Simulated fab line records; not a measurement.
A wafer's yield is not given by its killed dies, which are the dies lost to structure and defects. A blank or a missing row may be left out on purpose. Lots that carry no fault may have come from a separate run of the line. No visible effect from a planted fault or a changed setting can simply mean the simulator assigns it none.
fab line records	flow nand-harc
record lots=24	wafers=72	last-day=33
route steps=1302 shown P_M0@264 P_M1@296
lots that met no fault: taken from a fault-free run of the same line
start-h: hours from the record's opening day to when the first of the lot's shown wafers began	wait-h: hours since the lot's step before	" same as the row above	L1.1+2: a row that stands for several wafers	- either no value or no given start	* or withheld: withheld	< > ~ a bound
route shown NAME@n: NAME is a module with steps in the file, n the number in the route of the first one	usual: mean and standard deviation over wafers with no fault	same: alike in all rows	chamber/n: place in a boat	sites: readings site by site	_std_site: standard deviation across them	_edge_site: inner sites' mean taken away from outer sites' mean	radius-mm: for every site, how far away it sits from the centre of the wafer	mask NAME#n: copy n	behind: tool/chamber where the wafer was last shaped	hold: cause of the lot's hold/its duration in hours/its outcome	device: names the non-switching transistor (n, p or np)	end of line: the tests these same wafers got at the end of their route	a step with no rows: only its recipe	killed: dies that structure and defects cost at the first sort, which is not the same as the wafer's yield	map: the dies of a wafer, with x for killed, . for not killed, _ for no die there
set.NAME: the setting as run; set.NAME@STEP: as run at that earlier step	model.NAME: the simulator's own value behind a step, which no gauge read
steps of the route over a sample of lots; a table a step, a row a wafer
services: a tool's chamber out of use, with start hour (start-h, from the record's first day; less than 0 if before it), hours out, and reason
## steps
# step NHARC_P_M0_OVL_MEAS_10
# recipe pitch-nm=180
# usual overlay-x-nm=0.1/0.69	overlay-y-nm=0.0/0.81
lot.wafer	tool	chamber	start-h	wait-h	overlay-x-nm	overlay-y-nm
L074.1	overlay-01	-	120.02	-	-0.2	-1.0
L074.5	"	-	"	"	-0.2	-1.6
L074.6	"	-	"	"	-0.6	-1.6
L075.3	overlay-01	-	133.32	-	1.4	0.5
L075.4	"	-	"	"	0.8	0.6
L075.6	"	-	"	"	1.1	0.8
L076.1	overlay-02	-	136.51	-	0.1	1.2
L076.3	"	-	"	"	-0.2	1.9
L076.6	"	-	"	"	-0.3	2.1
L077.3	overlay-01	-	154.78	-	0.6	0.3
L077.4	"	-	"	"	0.6	1.0
L077.6	"	-	"	"	0.8	0.8
L078.1	overlay-01	-	158.85	-	-0.2	0.4
L078.2	"	-	"	"	0.1	0.6
L078.6	"	-	"	"	-1.1	0.5
L079.2	overlay-01	-	169.36	-	0.2	-0.7
L079.3	"	-	"	"	-0.2	-0.8
L079.6	"	-	"	"	0.4	-0.4
L080.1	overlay-02	-	181.70	-	0.5	-0.1
L080.2	"	-	"	"	0.7	0.1
L080.4	"	-	"	"	0.7	-0.7
L081.3	overlay-01	-	188.00	-	-0.5	-0.3
L081.5	"	-	"	"	-0.1	-0.2
L081.6	"	-	"	"	-0.6	-0.3
L082.3	overlay-01	-	206.12	-	0.2	1.0
L082.5	"	-	"	"	0.3	0.7
L082.6	"	-	"	"	0.7	0.6
L083.2	overlay-02	-	211.55	-	0.3	0.0
L083.3	"	-	"	"	0.6	-0.4
L083.4	"	-	"	"	-0.2	-0.5
L084.3	overlay-02	-	219.25	-	-0.8	-0.2
L084.5	"	-	"	"	-1.0	-1.1
L084.6	"	-	"	"	-0.8	-0.7
L085.1	overlay-02	-	232.37	-	-0.6	0.5
L085.2	"	-	"	"	-0.2	-0.1
L085.6	"	-	"	"	-1.3	-0.5
L086.4	overlay-01	-	242.83	-	0.9	1.2
L086.5	"	-	"	"	0.7	0.5
L086.6	"	-	"	"	0.5	0.4
L087.1	overlay-02	-	252.32	-	1.4	0.9
L087.4	"	-	"	"	1.3	0.6
L087.6	"	-	"	"	1.6	0.9
L088.1	overlay-02	-	272.95	-	-0.7	0.2
L088.2	"	-	"	"	-0.4	0.4
L088.3	"	-	"	"	-0.8	0.7
L089.3	overlay-01	-	275.37	-	-0.1	-0.6
L089.5	"	-	"	"	-0.4	-0.8
L089.6	"	-	"	"	-0.9	-1.9
L090.3	overlay-01	-	282.67	-	1.3	-0.8
L090.4	"	-	"	"	1.4	-0.6
L090.6	"	-	"	"	0.7	-0.2
L091.1	overlay-01	-	291.12	-	0.1	-0.3
L091.3	"	-	"	"	0.2	-0.1
L091.5	"	-	"	"	-0.5	0.1
L092.3	overlay-01	-	303.63	-	-0.5	-0.5
L092.4	"	-	"	"	0.2	-0.4
L092.6	"	-	"	"	-0.2	-0.5
L093.3	overlay-01	-	317.09	-	-0.6	-0.5
L093.4	"	-	"	"	-0.7	-1.1
L093.5	"	-	"	"	-1.2	-0.7
L094.1	overlay-02	-	327.74	-	0.0	0.1
L094.2	"	-	"	"	0.1	-0.1
L094.5	"	-	"	"	-0.7	0.1
L095.4	overlay-02	-	350.83	-	-0.1	-0.5
L095.5	"	-	"	"	0.2	-0.5
L095.6	"	-	"	"	0.0	-0.8
L096.2	overlay-02	-	360.12	-	0.2	1.3
L096.3	"	-	"	"	0.4	1.1
L096.5	"	-	"	"	0.2	1.1
L097.3	overlay-01	-	361.25	-	0.1	-0.4
L097.4	"	-	"	"	-0.6	0.1
L097.5	"	-	"	"	-0.6	-0.2
# step NHARC_P_M0_INSPECT_11
# usual raw-defect-count=4.2/2.8
lot.wafer	tool	chamber	start-h	wait-h	raw-defect-count
L074.1	defect-inspect-02	-	120.05	0.0	3
L074.5	"	-	"	"	3
L074.6	"	-	"	"	2
L075.3	defect-inspect-02	-	133.36	0.0	2
L075.4	"	-	"	"	6
L075.6	"	-	"	"	7
L076.1	defect-inspect-02	-	136.55	0.0	3
L076.3	"	-	"	"	2
L076.6	"	-	"	"	5
L077.3	defect-inspect-02	-	154.81	0.0	9
L077.4	"	-	"	"	4
L077.6	"	-	"	"	5
L078.1	defect-inspect-01	-	158.88	0.0	3
L078.2	"	-	"	"	2
L078.6	"	-	"	"	3
L079.2	defect-inspect-02	-	169.39	0.0	6
L079.3	"	-	"	"	2
L079.6	"	-	"	"	4
L080.1	defect-inspect-02	-	181.74	0.0	2
L080.2	"	-	"	"	4
L080.4	"	-	"	"	2
L081.3	defect-inspect-02	-	188.03	0.0	4
L081.5	"	-	"	"	5
L081.6	"	-	"	"	0
L082.3	defect-inspect-01	-	206.15	0.0	9
L082.5	"	-	"	"	7
L082.6	"	-	"	"	9
L083.2	defect-inspect-01	-	211.59	0.0	1
L083.3	"	-	"	"	1
L083.4	"	-	"	"	4
L084.3	defect-inspect-02	-	219.29	0.0	5
L084.5	"	-	"	"	8
L084.6	"	-	"	"	2
L085.1	defect-inspect-02	-	232.41	0.0	1
L085.2	"	-	"	"	3
L085.6	"	-	"	"	3
L086.4	defect-inspect-01	-	242.87	0.0	4
L086.5	"	-	"	"	8
L086.6	"	-	"	"	4
L087.1	defect-inspect-02	-	252.36	0.0	16
L087.4	"	-	"	"	14
L087.6	"	-	"	"	7
L088.1	defect-inspect-01	-	272.98	0.0	0
L088.2	"	-	"	"	1
L088.3	"	-	"	"	3
L089.3	defect-inspect-01	-	275.41	0.0	7
L089.5	"	-	"	"	4
L089.6	"	-	"	"	3
L090.3	defect-inspect-01	-	282.71	0.0	4
L090.4	"	-	"	"	3
L090.6	"	-	"	"	2
L091.1	defect-inspect-02	-	291.15	0.0	1
L091.3	"	-	"	"	3
L091.5	"	-	"	"	1
L092.3	defect-inspect-01	-	303.67	0.0	1
L092.4	"	-	"	"	1
L092.6	"	-	"	"	3
L093.3	defect-inspect-01	-	317.13	0.0	2
L093.4	"	-	"	"	5
L093.5	"	-	"	"	2
L094.1	defect-inspect-02	-	327.78	0.0	6
L094.2	"	-	"	"	8
L094.5	"	-	"	"	7
L095.4	defect-inspect-02	-	350.87	0.0	2
L095.5	"	-	"	"	3
L095.6	"	-	"	"	9
L096.2	defect-inspect-02	-	360.16	0.0	8
L096.3	"	-	"	"	8
L096.5	"	-	"	"	6
L097.3	defect-inspect-01	-	361.28	0.0	3
L097.4	"	-	"	"	4
L097.5	"	-	"	"	2
# step NHARC_P_M0_ETCH_34
# recipe target-depth-a=400	overetch-a=120	time-s=43.94	ion-energy-ev=200	n2-flow-sccm=150	h2-flow-sccm=150	ar-flow-sccm=0	rf-w=400	bias-w=150	chemistry=N2/H2
# usual chamber-pressure-mTorr=30.00/0.03	drypump-motor-current-A=5.9/0.53	oes-product-au=0.998/0.01	rf-fwd-power-W=395.1/1.8	rf-vpp-V=430.6/2.4	showerhead-plenum-p-Torr=2.05/0.084	throttle-valve-pct=14.171/0.0089
lot.wafer	tool	chamber	start-h	wait-h	chamber-pressure-mTorr	drypump-motor-current-A	oes-product-au	rf-fwd-power-W	rf-hours-counter-h	rf-vpp-V	showerhead-plenum-p-Torr	throttle-valve-pct
L074.1	rie-diel-10	1	120.21	0.1	30.01	6.5	0.970	394.9	8	432.7	2.10	14.167
L074.5	"	3	"	"	29.94	6.5	1.007	394.9	-	430.3	2.03	14.172
L074.6	"	0	"	"	29.99	5.3	0.998	393.6	-	431.2	2.08	14.178
L075.4	rie-diel-10	3	133.58	0.1	30.00	6.6	1.007	395.5	-	430.5	2.03	14.175
L075.3	"	0	"	"	30.00	5.3	0.999	392.7	-	431.3	2.08	14.180
L075.6	"	0	"	"	29.98	5.3	0.994	394.2	-	431.5	2.08	14.154
L076.1	rie-diel-13	3	136.70	0.1	29.96	5.5	1.009	396.3	56	429.6	1.96	14.180
L076.3	"	1	"	"	30.02	5.4	1.002	393.5	44	428.9	1.95	14.149
L076.6	"	2	"	"	30.00	6.6	1.004	395.0	-	430.3	2.02	14.167
L077.3	rie-diel-10	3	154.96	0.1	30.02	6.6	1.000	395.0	12	430.5	2.03	14.168
L077.4	"	0	"	"	29.98	5.3	1.003	392.9	9	431.2	2.08	14.179
L077.6	"	3	"	"	30.03	6.6	1.018	393.7	-	431.2	2.03	14.178
L078.1	rie-diel-13	3	159.03	0.1	29.98	5.5	0.993	396.6	65	426.7	1.96	14.177
L078.2	"	0	"	"	30.00	5.5	0.981	397.4	61	425.0	1.89	14.175
L078.6	"	3	"	"	29.95	5.6	0.991	396.7	-	428.2	1.96	14.172
L079.3	rie-diel-10	0	169.54	0.1	30.05	5.3	1.003	392.7	12	432.7	2.08	14.174
L079.2	"	1	"	"	29.95	6.5	1.004	394.2	14	432.9	2.10	14.175
L079.6	"	0	"	"	29.99	5.3	1.011	393.7	-	432.1	2.08	14.187
L080.1	rie-diel-10	1	181.88	0.1	30.01	6.5	0.987	392.9	16	432.7	2.10	14.167
L080.4	"	3	"	"	30.03	6.6	1.009	393.4	17	430.7	2.03	14.164
L080.2	"	0	"	"	29.95	5.3	1.001	393.7	14	432.0	2.07	14.172
L081.3	rie-diel-13	1	188.25	0.1	30.04	5.3	1.006	394.7	3	428.2	1.95	14.170
L081.5	"	2	"	"	30.03	6.6	0.999	395.0	-	430.0	2.01	14.183
L081.6	"	3	"	"	30.00	5.6	0.999	397.9	-	427.8	1.96	14.179
L082.3	rie-diel-10	0	206.30	0.1	30.00	5.3	0.994	391.8	19	431.7	2.07	14.168
L082.5	"	3	"	"	30.03	6.5	1.005	396.1	-	429.7	2.03	14.150
L082.6	"	0	"	"	29.98	5.3	0.991	393.2	-	432.7	2.07	14.177
L083.2	rie-diel-03	2	211.79	0.1	30.04	6.1	1.020	396.8	35	427.1	1.93	14.160
L083.4	"	3	"	"	30.01	5.3	1.000	397.0	36	424.7	1.88	14.169
L083.3	"	0	"	"	29.99	5.5	1.029	400.2	33	428.3	1.99	14.165
L084.3	rie-diel-10	3	219.45	0.1	29.98	6.6	1.007	394.7	24	430.4	2.03	14.161
L084.6	"	1	"	"	29.96	6.5	1.010	394.8	-	432.2	2.10	14.161
L084.5	"	2	"	"	29.96	5.8	0.994	396.0	-	434.6	2.18	14.177
L085.2	rie-diel-10	0	232.56	0.1	30.07	5.3	0.999	393.0	22	432.1	2.07	14.166
L085.1	"	2	"	"	29.98	5.8	1.004	395.2	25	432.7	2.18	14.170
L085.6	"	3	"	"	30.05	6.5	1.008	393.2	-	428.9	2.03	14.184
L086.6	rie-diel-13	2	243.05	0.1	30.02	6.6	1.004	394.3	-	428.9	2.00	14.192
L086.4	"	3	"	"	30.00	5.5	0.992	398.1	-	427.4	1.95	14.169
L086.5	"	0	"	"	30.03	5.5	0.980	398.1	-	426.5	1.89	14.169
L087.1	rie-diel-10	1	252.52	0.1	30.03	6.5	0.987	395.9	0	431.5	2.10	14.180
L087.4	"	2	"	"	30.00	5.8	1.012	397.0	0	433.8	2.18	14.166
L087.6	"	0	"	"	30.02	5.3	0.998	393.4	-	431.4	2.07	14.171
L088.3	rie-diel-10	1	273.13	0.1	29.96	6.5	0.983	396.0	2	432.9	2.10	14.182
L088.1	"	2	"	"	30.04	5.8	1.009	395.3	2	434.5	2.18	14.180
L088.2	"	3	"	"	30.02	6.5	0.999	394.2	2	430.4	2.03	14.183
L089.3	rie-diel-10	0	276.04	0.6	29.96	5.3	1.001	392.9	3	431.8	2.07	14.161
L089.6	"	1	"	"	29.97	6.5	0.984	392.0	-	432.6	2.10	14.169
L089.5	"	2	"	"	29.97	5.8	1.013	396.7	-	433.8	2.18	14.176
L090.3	rie-diel-13	3	282.85	0.1	30.00	5.5	1.005	398.7	34	427.2	1.94	14.169
L090.4	"	1	"	"	29.99	5.3	0.999	395.2	30	429.0	1.94	14.171
L090.6	"	3	"	"	30.02	5.5	0.995	397.2	-	428.4	1.95	14.171
L091.1	rie-diel-10	3	291.30	0.1	30.00	6.5	0.989	392.2	5	429.8	2.02	14.173
L091.3	"	0	"	"	29.97	5.3	0.991	392.8	5	430.5	2.07	14.156
L091.5	"	3	"	"	29.98	6.5	0.987	394.4	-	428.7	2.02	14.171
L092.4	rie-diel-10	1	303.82	0.1	30.01	6.5	0.986	394.9	7	433.2	2.10	14.171
L092.3	"	3	"	"	29.99	6.6	0.989	396.5	7	429.6	2.02	14.170
L092.6	"	0	"	"	30.01	5.3	1.008	392.2	-	430.4	2.07	14.168
L093.3	rie-diel-13	3	317.28	0.1	30.05	5.5	1.003	396.2	47	428.2	1.94	14.174
L093.4	"	1	"	"	29.95	5.4	1.010	394.5	45	428.3	1.94	14.181
L093.5	"	2	"	"	29.99	6.6	1.000	395.6	-	429.7	1.99	14.176
L094.1	rie-diel-13	0	327.93	0.1	29.99	5.5	0.992	398.1	47	426.7	1.88	14.177
L094.2	"	1	"	"	29.96	5.4	1.002	394.1	46	426.3	1.93	14.190
L094.5	"	3	"	"	30.06	5.5	1.000	396.7	-	428.3	1.94	14.182
L095.4	rie-diel-10	3	351.18	0.1	30.03	6.6	0.994	394.5	13	429.8	2.02	14.181
L095.5	"	2	"	"	30.00	5.8	1.016	396.4	-	434.0	2.18	14.163
L095.6	"	3	"	"	30.03	6.5	0.991	394.6	-	429.6	2.02	14.170
L096.3	rie-diel-10	0	360.31	0.1	29.99	5.3	0.987	393.7	14	431.3	2.07	14.169
L096.2	"	2	"	"	29.98	5.8	1.010	396.9	16	434.3	2.18	14.184
L096.5	"	0	"	"	30.00	5.3	0.998	393.8	-	430.7	2.07	14.172
L097.3	rie-diel-10	0	361.43	0.1	30.00	5.3	0.993	391.5	14	431.6	2.07	14.180
L097.4	"	3	"	"	29.95	6.6	0.985	393.1	14	429.7	2.02	14.152
L097.5	"	0	"	"	29.95	5.3	0.993	393.5	-	431.5	2.07	14.176
# step NHARC_P_M0_CMP_23
# recipe t-overpolish-s=20	target-thk-nm=117.54
# usual motor-current-A=11.9/0.77	pad-life-wafers=155/120	time-to-endpoint-s=28.7/2.9
lot.wafer	tool	chamber	start-h	wait-h	motor-current-A	pad-life-wafers	time-to-endpoint-s
L074.1	cmp-01	1	122.18	-	11.0	122	32.2
L074.5	"	3	"	"	13.9	-	29.5
L074.6	"	0	"	"	10.9	-	34.8
L075.4	cmp-03	3	135.64	-	11.5	258	24.4
L075.3	"	1	"	"	13.1	260	29.3
L075.6	"	3	"	"	11.8	-	25.2
L076.1	cmp-04	0	138.64	-	11.4	103	32.0
L076.3	"	1	"	"	11.6	104	32.4
L076.6	"	3	"	"	12.5	-	31.3
L077.3	cmp-03	0	157.02	-	11.1	325	29.2
L077.4	"	1	"	"	12.6	326	27.2
L077.6	"	0	"	"	11.2	-	30.4
L078.2	cmp-01	3	160.95	-	13.4	282	24.6
L078.1	"	2	"	"	12.2	285	23.7
L078.6	"	3	"	"	13.6	-	22.4
L079.3	cmp-03	1	171.48	-	12.7	25	28.8
L079.2	"	3	"	"	12.0	27	25.6
L079.6	"	0	"	"	12.0	-	30.0
L080.1	cmp-04	0	183.80	-	11.5	258	31.0
L080.4	"	1	"	"	12.3	259	30.0
L080.2	"	3	"	"	11.2	261	29.4
L081.3	cmp-01	1	190.18	-	12.0	0	28.1
L081.6	"	1	"	"	10.9	-	28.3
L081.5	"	2	"	"	11.3	-	24.5
L082.3	cmp-01	3	208.29	-	14.3	80	24.7
L082.6	"	1	"	"	11.1	-	26.4
L082.5	"	2	"	"	12.5	-	26.0
L083.2	cmp-04	2	213.71	-	11.6	0	25.1
L083.3	"	3	"	"	11.0	1	29.2
L083.4	"	0	"	"	11.5	2	30.9
L084.3	cmp-04	2	221.43	-	11.7	27	26.2
L084.5	"	3	"	"	12.5	-	32.6
L084.6	"	0	"	"	10.8	-	32.1
L085.1	cmp-03	0	234.46	-	11.8	222	30.6
L085.2	"	3	"	"	12.4	225	29.0
L085.6	"	0	"	"	11.3	-	30.6
L086.4	cmp-01	1	245.22	-	11.0	236	32.4
L086.6	"	3	"	"	12.9	-	28.2
L086.5	"	0	"	"	11.4	-	35.8
L087.1	cmp-03	1	254.42	-	12.7	318	28.4
L087.4	"	3	"	"	11.3	320	23.4
L087.6	"	1	"	"	13.0	-	29.1
L088.3	cmp-04	1	275.08	-	11.9	217	30.5
L088.1	"	2	"	"	11.2	218	24.7
L088.2	"	3	"	"	12.8	219	32.8
L089.3	cmp-04	1	277.99	-	11.8	229	31.8
L089.5	"	0	"	"	11.2	-	33.6
L089.6	"	1	"	"	12.1	-	27.7
L090.4	cmp-03	1	284.83	-	13.3	61	27.1
L090.3	"	3	"	"	12.6	63	24.8
L090.6	"	1	"	"	13.1	-	28.6
L091.3	cmp-01	0	293.26	-	11.1	25	31.9
L091.1	"	1	"	"	10.7	26	29.2
L091.5	"	3	"	"	13.3	-	27.2
L092.4	cmp-04	3	305.76	-	12.2	361	31.1
L092.3	"	0	"	"	10.9	362	30.2
L092.6	"	2	"	"	11.7	-	22.2
L093.4	cmp-01	1	319.25	-	10.9	110	28.9
L093.3	"	2	"	"	12.1	111	29.9
L093.5	"	3	"	"	13.5	-	26.9
L094.2	cmp-01	2	329.92	-	12.1	158	32.6
L094.1	"	3	"	"	12.7	159	26.7
L094.5	"	0	"	"	11.1	-	32.4
L095.4	cmp-03	2	353.22	-	12.2	289	27.0
L095.5	"	1	"	"	12.9	-	28.9
L095.6	"	2	"	"	12.5	-	28.8
L096.3	cmp-03	3	362.22	-	12.2	0	27.4
L096.2	"	1	"	"	12.8	2	26.9
L096.5	"	0	"	"	10.8	-	28.2
L097.4	cmp-03	2	363.42	-	12.5	8	28.1
L097.3	"	3	"	"	11.7	9	27.2
L097.5	"	1	"	"	12.4	-	27.6
# step NHARC_P_M1_OVL_MEAS_10
# recipe pitch-nm=260
# usual overlay-x-nm=0.1/0.81	overlay-y-nm=0.1/0.84
lot.wafer	tool	chamber	start-h	wait-h	overlay-x-nm	overlay-y-nm
L074.1	overlay-01	-	124.07	-	0.8	0.7
L074.5	"	-	"	"	0.6	1.0
L074.6	"	-	"	"	1.1	0.4
L075.3	overlay-02	-	137.61	-	-0.8	1.2
L075.4	"	-	"	"	-1.0	1.8
L075.6	"	-	"	"	-1.0	1.0
L076.1	overlay-02	-	140.44	-	-0.8	-0.2
L076.3	"	-	"	"	-1.2	-0.3
L076.6	"	-	"	"	-0.7	-0.7
L077.3	overlay-02	-	158.97	-	-0.4	1.2
L077.4	"	-	"	"	-0.3	0.4
L077.6	"	-	"	"	-0.2	0.6
L078.1	overlay-01	-	162.77	-	-1.0	0.0
L078.2	"	-	"	"	-1.4	0.3
L078.6	"	-	"	"	-0.7	0.0
L079.2	overlay-02	-	173.40	-	-0.1	0.5
L079.3	"	-	"	"	0.3	1.2
L079.6	"	-	"	"	0.6	0.4
L080.1	overlay-02	-	185.75	-	0.0	1.0
L080.2	"	-	"	"	0.2	0.6
L080.4	"	-	"	"	0.7	1.0
L081.3	overlay-01	-	192.13	-	-1.1	-0.6
L081.5	"	-	"	"	-1.0	-1.0
L081.6	"	-	"	"	-0.6	-1.2
L082.3	overlay-02	-	210.18	-	0.0	0.6
L082.5	"	-	"	"	-0.4	-0.1
L082.6	"	-	"	"	-0.2	0.7
L083.2	overlay-01	-	215.67	-	0.3	-0.8
L083.3	"	-	"	"	0.7	-0.6
L083.4	"	-	"	"	1.1	-0.4
L084.3	overlay-02	-	223.16	-	-1.5	-1.1
L084.5	"	-	"	"	-1.2	-1.1
L084.6	"	-	"	"	-0.6	-1.0
L085.1	overlay-02	-	236.29	-	1.2	-1.7
L085.2	"	-	"	"	1.2	-2.0
L085.6	"	-	"	"	1.3	-1.1
L086.4	overlay-02	-	247.12	-	0.8	-0.4
L086.5	"	-	"	"	0.7	0.6
L086.6	"	-	"	"	0.7	0.5
L087.1	overlay-02	-	256.26	-	0.1	0.5
L087.4	"	-	"	"	-0.4	0.8
L087.6	"	-	"	"	-0.2	0.7
L088.1	overlay-01	-	277.03	-	1.3	-1.0
L088.2	"	-	"	"	1.3	-0.5
L088.3	"	-	"	"	1.2	-0.4
L089.3	overlay-02	-	279.91	-	1.7	0.0
L089.5	"	-	"	"	1.6	-0.5
L089.6	"	-	"	"	1.3	-0.3
L090.3	overlay-02	-	286.76	-	0.3	0.2
L090.4	"	-	"	"	-0.1	-0.1
L090.6	"	-	"	"	0.3	0.6
L091.1	overlay-01	-	295.22	-	1.0	-0.3
L091.3	"	-	"	"	0.1	-0.5
L091.5	"	-	"	"	0.6	0.6
L092.3	overlay-01	-	307.70	-	-1.0	-0.3
L092.4	"	-	"	"	-1.5	-0.4
L092.6	"	-	"	"	-1.1	0.0
L093.3	overlay-02	-	321.34	-	0.1	1.9
L093.4	"	-	"	"	0.4	1.5
L093.5	"	-	"	"	0.0	2.4
L094.1	overlay-01	-	331.99	-	0.2	1.0
L094.2	"	-	"	"	0.8	1.5
L094.5	"	-	"	"	1.0	1.4
L095.4	overlay-01	-	355.15	-	0.2	0.4
L095.5	"	-	"	"	0.9	0.3
L095.6	"	-	"	"	0.4	0.3
L096.2	overlay-02	-	364.05	-	0.2	0.3
L096.3	"	-	"	"	0.4	-0.3
L096.5	"	-	"	"	-0.3	0.0
L097.3	overlay-01	-	365.37	-	0.2	-1.4
L097.4	"	-	"	"	0.3	-1.1
L097.5	"	-	"	"	-0.2	-0.7
# step NHARC_P_M1_PRE_CLEAN_30
# recipe time-s=30	temp-c=280	gas=H2/He
# usual heater-power-w=407/47
lot.wafer	tool	chamber	start-h	wait-h	heater-power-w
L074.1	pvd-sputter-01	-	-	-	429
L074.6	"	-	"	"	378
L074.5	"	-	"	"	446
L075.4	pvd-sputter-02	-	-	-	398
L075.3	"	-	"	"	484
L075.6	"	-	"	"	395
L076.1	pvd-sputter-01	-	-	-	490
L076.3	"	-	"	"	373
L076.6	"	-	"	"	393
L077.4	pvd-sputter-01	-	-	-	376
L077.3	"	-	"	"	431
L077.6	"	-	"	"	506
L078.2	pvd-sputter-01	-	-	-	417
L078.1	"	-	"	"	370
L078.6	"	-	"	"	407
L079.2	pvd-sputter-02	-	-	-	352
L079.3	"	-	"	"	366
L079.6	"	-	"	"	488
L080.2	pvd-sputter-03	-	-	-	368
L080.4	"	-	"	"	441
L080.1	"	-	"	"	386
L081.3	pvd-sputter-03	-	193.37	0.1	449
L081.5	"	-	"	"	361
L081.6	"	-	"	"	452
L082.3	pvd-sputter-02	-	-	-	383
L082.5	"	-	"	"	391
L082.6	"	-	"	"	484
L083.3	pvd-sputter-02	-	-	-	354
L083.4	"	-	"	"	368
L083.2	"	-	"	"	390
L084.3	pvd-sputter-01	-	-	-	374
L084.6	"	-	"	"	376
L084.5	"	-	"	"	440
L085.1	pvd-sputter-03	-	-	-	357
L085.2	"	-	"	"	361
L085.6	"	-	"	"	411
L086.4	pvd-sputter-03	-	-	-	370
L086.5	"	-	"	"	398
L086.6	"	-	"	"	356
L087.4	pvd-sputter-03	-	-	-	363
L087.1	"	-	"	"	363
L087.6	"	-	"	"	349
L088.1	pvd-sputter-02	-	-	-	377
L088.2	"	-	"	"	388
L088.3	"	-	"	"	470
L089.3	pvd-sputter-03	-	-	-	408
L089.5	"	-	"	"	367
L089.6	"	-	"	"	450
L090.3	pvd-sputter-01	-	-	-	392
L090.4	"	-	"	"	446
L090.6	"	-	"	"	418
L091.3	pvd-sputter-02	-	-	-	344
L091.1	"	-	"	"	481
L091.5	"	-	"	"	340
L092.4	pvd-sputter-02	-	-	-	372
L092.3	"	-	"	"	355
L092.6	"	-	"	"	366
L093.4	pvd-sputter-02	-	-	-	348
L093.3	"	-	"	"	368
L093.5	"	-	"	"	346
L094.1	pvd-sputter-02	-	-	-	371
L094.2	"	-	"	"	364
L094.5	"	-	"	"	340
L095.4	pvd-sputter-01	-	-	-	390
L095.6	"	-	"	"	462
L095.5	"	-	"	"	416
L096.3	pvd-sputter-01	-	-	-	505
L096.2	"	-	"	"	384
L096.5	"	-	"	"	455
L097.3	pvd-sputter-01	-	-	-	453
L097.4	"	-	"	"	485
L097.5	"	-	"	"	429
## services
tool	chamber	start-h	hours	kind
cmp-01	-	99.11	2.2	repair
pvd-sputter-02	-	104.00	10.0	pm
cmp-04	-	111.60	4.0	pm
cmp-01	-	116.03	1.0	repair
rie-diel-10	2	131.00	9.8	repair
rie-diel-10	1	131.68	4.7	repair
pvd-sputter-02	-	160.38	1.7	repair
cmp-03	-	162.12	4.0	pm
pvd-sputter-01	-	175.32	3.9	repair
cmp-01	-	185.50	4.0	pm
pvd-sputter-01	-	208.35	10.5	repair
pvd-sputter-01	-	226.00	10.0	pm
rie-diel-10	-	242.50	9.0	pm
pvd-sputter-01	-	248.13	2.1	repair
cmp-01	-	259.23	0.2	repair
cmp-03	-	260.12	4.0	pm
pvd-sputter-01	-	280.54	0.9	repair
pvd-sputter-02	-	282.00	10.0	pm
cmp-01	-	283.50	4.0	pm
rie-diel-10	3	320.90	4.5	repair
pvd-sputter-01	-	330.87	9.8	repair
cmp-01	-	337.22	3.2	repair
cmp-03	-	353.78	1.9	repair
cmp-03	-	358.12	4.0	pm
## key
fault none
